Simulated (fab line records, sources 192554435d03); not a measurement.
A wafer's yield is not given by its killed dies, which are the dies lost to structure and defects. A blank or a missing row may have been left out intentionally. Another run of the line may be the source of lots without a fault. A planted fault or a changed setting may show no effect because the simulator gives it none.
Matching of chambers    flow n5 finfet    N5_BEOL_M7_ETCH_61 on rie diel-02 has 4 sister chambers
The step etches SiARC in CF4, target depth 45.5 nm, time 75.8 s. 8 wafers are shown with their chamber, then 11 later ones without.

== WAFERS PAIRED WITH THEIR CHAMBERS ==
wafer   chamber  drypump motor current A (A)  etch rf on time s (s)
L082.4  3        6.3                          77.3
L081.1  3        6.2                          77.5
L086.3  1        6.3                          76.1
L086.6  1        6.3                          76.0
L090.2  2        5.9                          80.8
L090.3  0        5.2                          76.0
L090.5  2        5.9                          80.0
L089.1  0        5.2                          75.3

== WAFERS WHOSE CHAMBER IS MISSING ==
wafer   drypump motor current A (A)  etch rf on time s (s)
L089.3  6.3                          75.9
L089.6  6.3                          76.8
L092.2  5.9                          78.5
L092.3  5.2                          75.4
L092.5  5.9                          79.7
L093.2  5.2                          75.9
L093.5  6.2                          74.6
L093.6  5.2                          75.4
L097.1  6.2                          74.0
L097.3  6.3                          75.3
L097.4  5.2                          74.9

== EACH ONE'S CHAMBER ==
wafer    from the rows above       in truth
L089.3   1                         1
L089.6   can't be placed: 1 or 3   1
L092.2   2                         2
L092.3   0                         0
L092.5   2                         2
L093.2   0                         0
L093.5   1                         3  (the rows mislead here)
L093.6   0                         0
L097.1   1                         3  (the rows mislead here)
L097.3   1                         1
L097.4   0                         0
Correctly placed: 8 of 11. Not placeable from these rows: 1 (in 1, the candidates include the true chamber). Wrongly placed: 2.
How it was worked out, from the rows above alone: a wafer's distance from a chamber is the root of the sum, over the readings, of the square of ((its reading less the chamber's mean) divided by the reading's scatter). If the next closest chamber is less than 2 further off than the closest, the wafer can't be placed; otherwise it belongs to the closest. A chamber's mean is the mean of its shown wafers. The scatter: take each reading less its chamber's mean, square it, sum over the shown wafers, divide by the number of wafers less the number of chambers, and take the root.
